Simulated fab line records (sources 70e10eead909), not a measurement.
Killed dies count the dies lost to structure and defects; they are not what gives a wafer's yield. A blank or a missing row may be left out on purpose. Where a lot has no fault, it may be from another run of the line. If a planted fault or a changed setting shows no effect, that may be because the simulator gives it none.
Matching of chambers	flow nandHarc	NHARC_A_STAIRCASE_TRIM_20 on rieDiel-13 has 4 sister chambers
The step chemistry O2, time 211.2 s. 14 wafers are shown with their chamber, then 7 later ones without.

== EACH WAFER AND ITS CHAMBER ==
wafer	chamber	showerheadPlenumPTorr (Torr)	drypumpMotorCurrentA (A)	throttleValvePct (%)
L233.2	2	3.37	5.3	17.033
L233.3	0	3.42	6.1	17.030
L233.6	0	3.42	6.0	17.025
L236.3	2	3.37	5.4	17.024
L236.4	0	3.42	6.1	17.022
L236.5	3	3.30	5.4	17.034
L238.1	1	3.60	5.9	17.046
L238.2	2	3.36	5.3	17.049
L238.3	3	3.30	5.4	17.031
L239.2	3	3.30	5.4	17.024
L239.3	0	3.41	6.0	17.032
L239.6	3	3.30	5.5	17.027
L243.1	2	3.36	5.3	17.033
L243.3	1	3.59	5.9	17.041

SIGNATURES (means of the wafers above)
reading	chamber 0	chamber 1	chamber 2	chamber 3	scatter within a chamber
showerheadPlenumPTorr	3.4175	3.5950	3.3650	3.3000	0.00474
drypumpMotorCurrentA	6.050	5.900	5.325	5.425	0.05
throttleValvePct	17.02725	17.04350	17.03475	17.02900	0.00677
Rule: a wafer lies at a distance from a chamber equal to the root of the sum of squares, over the readings, of (its reading less the chamber's mean, divided by the reading's scatter). The wafer belongs to the nearest chamber; if the next one is less than 2 further off, it can't be placed. The scatter is the square root of a quotient: the sum, over the shown wafers, of each reading's squared deviation from its chamber's mean, divided by wafers minus chambers.

== WAFERS WHOSE CHAMBER IS MISSING ==
wafer	showerheadPlenumPTorr (Torr)	drypumpMotorCurrentA (A)	throttleValvePct (%)
L243.4	3.41	6.1	17.040
L249.1	3.40	6.1	17.032
L249.5	3.40	6.1	17.028
L249.6	3.58	5.9	17.030
L250.2	3.58	5.9	17.033
L250.3	3.39	6.1	17.033
L250.4	3.81	5.5	17.036

== WHICH CHAMBER EACH ONE RAN IN ==
wafer	from the rows above	in truth
L243.4	0	0
L249.1	0	0
L249.5	0	0
L249.6	1	1
L250.2	1	1
L250.3	0	0
L250.4	1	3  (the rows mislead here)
6 of 7 placed correctly. From these rows, 0 cannot be placed. Wrongly placed: 1.
